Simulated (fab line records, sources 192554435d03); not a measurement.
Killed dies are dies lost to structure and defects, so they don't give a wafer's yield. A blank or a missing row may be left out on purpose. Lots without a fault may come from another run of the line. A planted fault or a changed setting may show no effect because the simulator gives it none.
fab line records | flow n5_finfet
record lots=10 wafers=30 last_day=18
route steps=1938 shown HKMG_FIN@458 GATE_CUT@468 BEOL_M4@1111 PASSIVATION@1936
lots that met no fault: from a run of the same line without faults
start_h: hours from the record's first day to the start of the lot's first wafer shown | wait_h: hours since the lot's step before | " the same as in the row above | L1.1+2: a row that stands for several wafers | - no value, or no start given | * or withheld: withheld | < > ~ a bound
route shown NAME@n: a module of which the file shows steps, and the number in the route of the first | usual: mean/standard deviation of fault-free wafers | same: alike in all rows | chamber/n: place in a boat | sites: the reading at each site | _std_site: their standard deviation | _edge_site: outer sites' mean less inner sites' | radius_mm: how far each site lies from the wafer's centre | mask NAME#n: copy n | behind: the tool/chamber that last shaped the wafer | hold: why the lot was held/for how many hours/how that ended | device: the transistor (n, p or np) that didn't switch | end of line: the same wafers' tests at the end of the route | a step without rows: its recipe alone | killed: dies lost to structure and defects at the first sort, not the wafer's yield | map: a wafer's dies, x killed, . not, _ none there
set.NAME: the setting as run; set.NAME@STEP: as run at that earlier step | model.NAME: the simulator's own value behind a step, which no gauge read
steps of the route over a sample of lots; a table a step, a row a wafer
services: from which hour (start_h, from the record's first day; less than 0 if before it) a tool's chamber was out of use, for how many hours, and why
## steps
# step N5_HKMG_FIN_W_FILL_22
# recipe material=W target_thk_a=600 temp_c=400 pressure_torr=39.4 time_s=18.2
# usual heater_power_w=850/63 throttle_valve_pct=19.7/1.2
# columns lot.wafer tool chamber start_h wait_h heater_power_w throttle_valve_pct
L287.3 cvd_w-01 0 80.51 0.0 770 20.8
L287.5 " 1 " " 775 20.7
L287.6 " 0 " " 763 20.7
L293.1 cvd_w-02 1 116.70 0.0 857 19.5
L293.3 " 1 " " 871 19.4
L293.6 " 0 " " 921 18.0
L295.3 cvd_w-02 1 130.78 0.0 847 19.5
L295.4 " 0 " " 934 18.0
L295.6 " 0 " " 931 18.3
L301.2 cvd_w-01 1 165.43 0.0 793 20.7
L301.4 " 1 " " 813 20.5
L301.5 " 0 " " 758 21.5
L302.1 cvd_w-01 0 171.74 0.0 774 21.4
L302.5 " 1 " " 772 20.8
L302.6 " 0 " " 772 21.4
L304.1 cvd_w-02 0 182.31 0.0 937 18.1
L304.5 " 1 " " 857 20.1
L304.6 " 0 " " 911 18.5
L306.1 cvd_w-02 0 195.58 0.0 926 18.2
L306.4 " 1 " " 860 20.0
L306.6 " 1 " " 856 19.9
L307.2 cvd_w-01 1 202.08 0.0 792 20.7
L307.4 " 0 " " 746 21.7
L307.5 " 0 " " 766 21.5
L309.1 cvd_w-02 1 215.64 1.6 883 20.0
L309.4 " 0 " " 935 18.0
L309.5 " 0 " " 914 18.2
L310.1 cvd_w-02 0 221.42 0.0 943 18.6
L310.5 " 1 " " 855 20.4
L310.6 " 0 " " 937 18.4
# step N5_GATE_CUT_VAPOR_ETCH_60
# recipe chemistry=BCl3/Cl2 target=HfO2 mode=isotropic
# usual drypump_motor_current_A=5.52/0.22 oes_product_au=0.78/0.11
# columns lot.wafer tool chamber start_h wait_h drypump_motor_current_A oes_product_au
L287.3 rie_metal-01 1 81.67 0.0 5.55 0.94
L287.5 " 1 " " 5.51 0.93
L287.6 " 0 " " 5.86 0.79
L293.1 rie_metal-02 0 117.79 0.0 5.46 0.60
L293.3 " 0 " " 5.48 0.60
L293.6 " 0 " " 5.48 0.60
L295.3 rie_metal-01 0 131.87 0.0 5.90 0.79
L295.4 " 1 " " 5.62 0.90
L295.6 " 1 " " 5.60 0.91
L301.2 rie_metal-01 1 166.54 0.0 5.56 0.89
L301.4 " 1 " " 5.59 0.89
L301.5 " 1 " " 5.56 0.90
L302.1 rie_metal-01 0 172.87 0.0 5.90 0.76
L302.5 " 1 " " 5.58 0.90
L302.6 " 0 " " 5.91 0.77
L304.1 rie_metal-02 0 183.42 0.0 5.49 0.59
L304.5 " 1 " " 5.36 0.88
L304.6 " 0 " " 5.48 0.60
L306.1 rie_metal-01 1 196.68 0.0 5.52 0.87
L306.4 " 0 " " 5.86 0.76
L306.6 " 1 " " 5.55 0.89
L307.2 rie_metal-01 0 203.17 0.0 5.83 0.75
L307.4 " 1 " " 5.56 0.88
L307.5 " 1 " " 5.57 0.88
L309.1 rie_metal-03 0 216.74 0.0 5.27 0.79
L309.4 " 0 " " 5.27 0.78
L309.5 " 0 " " 5.25 0.79
L310.1 rie_metal-03 1 222.52 0.0 5.46 0.67
L310.5 " 0 " " 5.22 0.79
L310.6 " 1 " " 5.47 0.66
# step N5_GATE_CUT_COAT_34
# recipe resist=SOC temp_c=250 time_s=60 spin_rpm=1500 resist_thk_nm=60
# usual spin_speed_rpm=1500.2/0.95
# columns lot.wafer tool chamber start_h wait_h spin_speed_rpm
L287.3 litho_track-04 0 84.75 0.0 1499.5
L287.5 " 0 " " 1500.1
L287.6 " 0 " " 1499.4
L293.1 litho_track-02 0 120.87 0.0 1500.6
L293.3 " 0 " " 1502.7
L293.6 " 0 " " 1497.8
L295.3 litho_track-02 0 135.01 0.0 1500.4
L295.4 " 0 " " 1503.0
L295.6 " 0 " " 1499.4
L301.2 litho_track-04 0 169.88 0.0 1500.4
L301.4 " 0 " " 1501.7
L301.5 " 0 " " 1500.7
L302.1 litho_track-02 0 175.90 0.0 1164.3
L302.5 " 0 " " 1164.1
L302.6 " 0 " " 1165.2
L304.1 litho_track-02 0 186.62 0.0 1163.4
L304.5 " 0 " " 1163.9
L304.6 " 0 " " 1162.7
L306.1 litho_track-04 0 199.76 0.0 1500.6
L306.4 " 0 " " 1500.1
L306.6 " 0 " " 1500.3
L307.2 litho_track-01 0 206.24 0.1 1500.6
L307.4 " 0 " " 1500.4
L307.5 " 0 " " 1500.1
L309.1 litho_track-04 0 220.07 0.1 1500.8
L309.4 " 0 " " 1501.2
L309.5 " 0 " " 1501.0
L310.1 litho_track-04 0 225.57 0.0 1499.5
L310.5 " 0 " " 1499.2
L310.6 " 0 " " 1499.0
# step N5_GATE_CUT_OVL_MEAS_14
# recipe points_per_wafer=522
# usual GATE_CUT_OVL=0.0/0.67
# same points_per_wafer=522
# columns lot.wafer tool chamber start_h wait_h GATE_CUT_OVL[nm]
L287.3 overlay-02 0 85.06 0.0 -0.3
L287.5 " 0 " " 0.4
L287.6 " 0 " " -0.1
L293.1 overlay-02 0 121.30 0.0 0.7
L293.3 " 0 " " 1.7
L293.6 " 0 " " 1.0
L295.3 overlay-02 0 135.32 0.0 -0.1
L295.4 " 0 " " 0.1
L295.6 " 0 " " 0.5
L301.2 overlay-01 0 170.31 0.0 -0.8
L301.4 " 0 " " -0.7
L301.5 " 0 " " -0.6
L302.1 overlay-02 0 176.33 0.0 -0.1
L302.5 " 0 " " 0.0
L302.6 " 0 " " -0.5
L304.1 overlay-02 0 186.92 0.0 -1.0
L304.5 " 0 " " 0.2
L304.6 " 0 " " 0.3
L306.1 overlay-01 0 200.18 0.0 -1.2
L306.4 " 0 " " -1.1
L306.6 " 0 " " -0.7
L307.2 overlay-02 0 206.58 0.0 0.2
L307.4 " 0 " " -1.5
L307.5 " 0 " " 0.4
L309.1 overlay-02 0 220.50 0.0 -0.5
L309.4 " 0 " " 0.1
L309.5 " 0 " " 1.3
L310.1 overlay-01 0 225.87 0.0 0.2
L310.5 " 0 " " 1.2
L310.6 " 0 " " 0.4
# step N5_BEOL_M4_RC_MEAS_101
# usual DIBL_N=36.0/2.5 DIBL_P=36.7/3 IOFF_N=0.16/0.043 IOFF_P=0.21/0.049 ION_N=673/15 ION_P=461/9.8 SS_N=71.5/0.83 SS_P=73.4/0.83 VT_N=250/4 VT_P=-251/4
# columns lot.wafer tool chamber start_h wait_h DIBL_N[mV/V] DIBL_P[mV/V] IOFF_N[nA/um] IOFF_P[nA/um] ION_N[uA/um] ION_P[uA/um] SS_N[mV/dec] SS_P[mV/dec] VT_N[mV] VT_P[mV]
L287.3 prober-01 0 161.37 0.3 32.1 33.7 0.12 0.18 657 456 70.5 72.6 254 -254
L287.5 " 0 " " 33.0 33.8 0.14 0.18 671 459 71.7 72.8 254 -254
L287.6 " 0 " " 31.8 33.3 0.12 0.17 663 459 70.7 72.1 252 -250
L293.1 prober-01 0 199.92 0.0 34.7 36.8 0.13 0.22 668 469 71.1 74.0 250 -248
L293.3 " 0 " " 39.3 41.9 0.24 0.32 697 476 72.0 74.6 244 -243
L293.6 " 0 " " 35.2 37.8 0.14 0.23 660 461 70.2 74.2 253 -248
L295.3 prober-01 0 216.36 0.3 38.4 38.0 0.19 0.23 673 462 72.0 74.1 252 -251
L295.4 " 0 " " 35.0 35.9 0.13 0.19 665 456 71.3 73.1 254 -253
L295.6 " 0 " " 36.9 38.2 0.16 0.23 664 460 72.0 74.3 252 -250
L301.2 prober-01 0 243.50 0.2 41.8 41.4 0.27 0.32 684 462 73.2 74.9 247 -244
L301.4 " 0 " " 34.5 32.9 0.13 0.18 668 462 70.4 72.5 251 -251
L301.5 " 0 " " 35.7 33.3 0.13 0.18 650 447 71.9 73.4 256 -251
L302.1 prober-01 0 266.62 0.0 34.7 34.9 0.14 0.19 677 466 70.6 73.5 251 -250
L302.5 " 0 " " 38.4 39.5 0.21 0.27 684 469 72.1 74.4 246 -248
L302.6 " 0 " " 35.1 35.9 0.15 0.21 670 459 71.5 72.9 252 -253
L304.1 prober-02 0 276.94 0.0 34.9 36.0 0.14 0.22 666 462 70.3 73.1 251 -247
L304.5 " 0 " " 37.1 38.8 0.17 0.26 672 469 71.8 73.2 248 -246
L304.6 " 0 " " 37.5 39.1 0.19 0.27 694 484 71.2 73.4 246 -244
L306.1 prober-02 0 288.27 0.0 33.7 35.3 0.12 0.17 674 458 71.4 72.8 255 -256
L306.4 " 0 " " 35.5 37.1 0.15 0.19 679 461 71.3 73.7 250 -253
L306.6 " 0 " " 37.5 38.7 0.17 0.20 666 445 72.2 74.1 253 -252
L307.2 prober-01 0 296.14 0.2 37.2 38.7 0.19 0.26 677 464 71.9 73.6 248 -248
L307.4 " 0 " " 33.4 33.9 0.13 0.19 662 463 70.9 72.9 253 -250
L307.5 " 0 " " 34.2 34.3 0.15 0.20 682 472 71.5 72.6 246 -249
L309.1 prober-01 0 319.88 0.0 36.6 39.2 0.19 0.24 694 479 70.8 73.8 242 -249
L309.4 " 0 " " 35.8 38.0 0.16 0.21 684 469 71.7 73.5 248 -251
L309.5 " 0 " " 35.0 36.9 0.14 0.20 669 461 71.0 73.1 252 -250
L310.1 prober-01 0 325.33 0.0 35.6 36.6 0.14 0.17 672 454 71.1 72.9 252 -256
L310.5 " 0 " " 37.2 38.3 0.17 0.19 683 463 71.8 73.6 251 -254
L310.6 " 0 " " 35.3 36.1 0.13 0.16 650 445 70.9 73.2 254 -258
# step N5_PASSIVATION_PROBE_49
# usual defect_limited_yield=91.1/1.5 killed_at_M0_to_M3=37/11 killed_at_M4_up=13/5.6 killed_at_contacts=12/5.6 killed_at_front_end=39/11 killed_at_other=4/3.1 killed_dies=105/18 killed_on_rim=14/3.8 killed_open=69/13 killed_short=35/7.4 sort_bin_5_function=5.1/0.92 sort_bin_6_memory=3.4/0.76 sort_bin_8_speed=0.02/0.11 sort_n_pass=1075/18 sort_yield_pct=91.1/1.5
# same gross_dies=1180 killed_at_back_side=0 sort_bin_4_leakage[%]=0
# columns lot.wafer tool chamber start_h wait_h defect_limited_yield[%] killed_at_M0_to_M3 killed_at_M4_up killed_at_contacts killed_at_front_end killed_at_other killed_dies killed_on_rim killed_open killed_short sort_bin_5_function[%] sort_bin_6_memory[%] sort_bin_8_speed[%] sort_n_pass sort_yield_pct[%]
L302.1 prober-01 - 377.91 0.0 91.5 32 17 17 34 0 100 18 65 34 4.9 3.5 0 1080 91.5
L302.5 prober-01 - 378.11 0.2 92.3 29 10 11 37 4 91 9 55 35 4.0 3.2 0 1089 92.3
L302.6 prober-01 - 378.16 0.3 91.5 26 7 11 56 0 100 12 61 37 5.2 3.2 0 1080 91.5
L301.2 prober-01 - 381.27 0.1 92.5 38 11 13 23 4 89 13 62 27 4.4 3.0 0 1091 92.5
L301.4 prober-01 - 381.37 0.2 88.7 58 16 18 34 7 133 17 86 45 6.7 4.3 0 1047 88.7
L301.5 prober-01 - 381.42 0.2 92.1 25 9 10 37 12 93 9 59 34 5.0 2.4 0 1087 92.1
L306.1 prober-02 - 391.82 0.0 87.7 68 7 11 53 6 145 24 104 41 7.5 4.2 0 1035 87.7
L306.4 prober-02 - 391.97 0.2 88.2 48 21 14 51 5 139 21 94 43 7.5 3.6 0 1041 88.2
L306.6 prober-02 - 392.07 0.3 90.8 42 22 7 37 0 108 9 71 37 5.8 2.8 0 1072 90.8
L304.1 prober-02 - 395.17 0.0 90.5 20 11 18 59 4 112 19 74 34 5.6 3.6 0 1068 90.5
L304.5 prober-02 - 395.37 0.2 91.9 27 11 4 51 3 96 16 65 29 4.4 3.5 0 1084 91.9
L304.6 prober-02 - 395.42 0.3 90.6 35 15 7 52 2 111 13 73 32 5.8 3.5 0 1069 90.6
# killed by level:class
L302.1 MOL_CONTACT_COAG:geometric_particle:open=15 FIN_SAQP:geometric_particle:short=10 BEOL_M0_SAQP:geometric_particle:short=9 BEOL_M2:geometric_particle:open=9 BEOL_M0_SAQP:geometric_particle:open=8 BEOL_M4:geometric_particle:open=8 FIN_SAQP:geometric_particle:open=7 GATE_CUT:geometric_particle:short=4
L302.5 BEOL_M0_SAQP:geometric_particle:open=10 MOL_CONTACT_COAG:geometric_particle:open=9 FIN_SAQP:geometric_particle:open=7 GATE_CUT:geometric_particle:short=7 BEOL_M0_SAQP:geometric_particle:short=7 FIN_SAQP:geometric_particle:short=6 STI_FIN_REVEAL:geometric_particle:open=4 BEOL_M4:geometric_particle:open=4
L302.6 FIN_SAQP:geometric_particle:short=14 FIN_SAQP:geometric_particle:open=10 MOL_CONTACT_COAG:geometric_particle:open=9 STI_FIN_REVEAL:geometric_particle:open=6 BEOL_M1:geometric_particle:open=6 BEOL_M3:geometric_particle:open=6 STARTING-WAFER:geometric_particle:short=6 DUMMY_GATE:geometric_particle:open=5
L301.2 BEOL_M0_SAQP:geometric_particle:open=12 MOL_CONTACT_COAG:geometric_particle:open=8 BEOL_M3:geometric_particle:open=8 STI_FIN_REVEAL:geometric_particle:open=5 MOL_CONTACT_COAG:geometric_particle:short=5 BEOL_M3:geometric_particle:short=5 BEOL_M0_SAQP:geometric_particle:short=4 FIN_SAQP:geometric_particle:open=3
L301.4 BEOL_M0_SAQP:geometric_particle:open=20 BEOL_M0_SAQP:geometric_particle:short=18 MOL_CONTACT_COAG:geometric_particle:open=15 FIN_SAQP:geometric_particle:short=10 BEOL_M4:geometric_particle:open=8 BEOL_M3:geometric_particle:open=7 BEOL_M2:geometric_particle:open=6 FIN_SAQP:geometric_particle:open=5
L301.5 BEOL_M0_SAQP:geometric_particle:open=10 FIN_SAQP:geometric_particle:short=7 MOL_CONTACT_COAG:geometric_particle:open=7 BEOL_M3:geometric_particle:open=7 DUMMY_GATE:geometric_particle:open=6 BEOL_M5:geometric_particle:open=6 PASS1_CAP:geometric_particle:short=5 FIN_SAQP:geometric_particle:open=4
L306.1 STI_FIN_REVEAL:geometric_particle:open=22 BEOL_M1:geometric_particle:open=16 BEOL_M0_SAQP:geometric_particle:short=12 BEOL_M2:geometric_particle:open=11 BEOL_M0_SAQP:geometric_particle:open=10 FIN_SAQP:geometric_particle:open=9 DUMMY_GATE:geometric_particle:open=9 BEOL_M3:geometric_particle:open=9
L306.4 FIN_SAQP:geometric_particle:open=17 BEOL_M0_SAQP:geometric_particle:open=13 BEOL_M0_SAQP:geometric_particle:short=12 DUMMY_GATE:geometric_particle:open=12 MOL_CONTACT_COAG:geometric_particle:open=12 BEOL_M4:geometric_particle:open=10 FIN_SAQP:geometric_particle:short=7 STI_FIN_REVEAL:geometric_particle:open=7
L306.6 BEOL_M4:geometric_particle:open=10 BEOL_M2:geometric_particle:short=9 BEOL_M0_SAQP:geometric_particle:open=8 BEOL_M1:geometric_particle:open=8 FIN_SAQP:geometric_particle:open=7 STI_FIN_REVEAL:geometric_particle:open=7 GATE_CUT:geometric_particle:short=6 MOL_CONTACT_COAG:geometric_particle:open=6
L304.1 FIN_SAQP:geometric_particle:open=23 FIN_SAQP:geometric_particle:short=13 MOL_CONTACT_COAG:geometric_particle:open=13 BEOL_M0_SAQP:geometric_particle:short=8 STI_FIN_REVEAL:geometric_particle:open=5 MOL_CONTACT_COAG:geometric_particle:short=5 BEOL_M2:geometric_particle:open=4 BEOL_M8:geometric_particle:open=4
L304.5 FIN_SAQP:geometric_particle:open=18 STI_FIN_REVEAL:geometric_particle:open=8 BEOL_M0_SAQP:geometric_particle:short=7 BEOL_M0_SAQP:geometric_particle:open=7 FIN_SAQP:geometric_particle:short=6 GATE_CUT:geometric_particle:short=5 BEOL_M1:geometric_particle:open=4 BEOL_M2:geometric_particle:open=4
L304.6 BEOL_M0_SAQP:geometric_particle:open=15 FIN_SAQP:geometric_particle:open=13 BEOL_M0_SAQP:geometric_particle:short=8 GATE_CUT:geometric_particle:short=7 GATE_CUT:geometric_particle:open=7 MOL_CONTACT_COAG:geometric_particle:open=6 STI_FIN_REVEAL:geometric_particle:open=5 BEOL_M4:geometric_particle:open=5
## services
# columns tool chamber start_h hours kind
litho_track-04 - 56.82 - consumable_replace:filter
litho_track-04 - 86.76 - consumable_replace:filter
rie_metal-01 - 100.53 2.8 pm
rie_metal-01 0 133.41 1.5 repair
cvd_w-02 0 165.02 1.3 repair
cvd_w-02 - 196.79 6.9 pm
rie_metal-02 0 204.74 - clean
rie_metal-02 0 204.74 23.6 scheduled_down
rie_metal-02 0 204.74 23.6 vent_cycle
rie_metal-02 1 209.25 8.3 repair
## key
first_sign step=N5_GATE_CUT_COAT_34 reading=spin_speed_rpm direction=down sigmas=99+ usual=* struck=*
effect none on later readings
met_at N5_GATE_CUT_COAT_34
struck_lots L302,L304
not_acting_at N5_HKMG_FIN_W_FILL_22,N5_GATE_CUT_VAPOR_ETCH_60,N5_GATE_CUT_OVL_MEAS_14
onset_between 135.01 175.90
fault kind=process_parameter_drift tool=litho_track-02 chamber=- onset_h=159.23 steps=N5_GATE_CUT_COAT_34 channel=spin_rpm offset=* shape=step end_h=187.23 acts_in=* stated=*
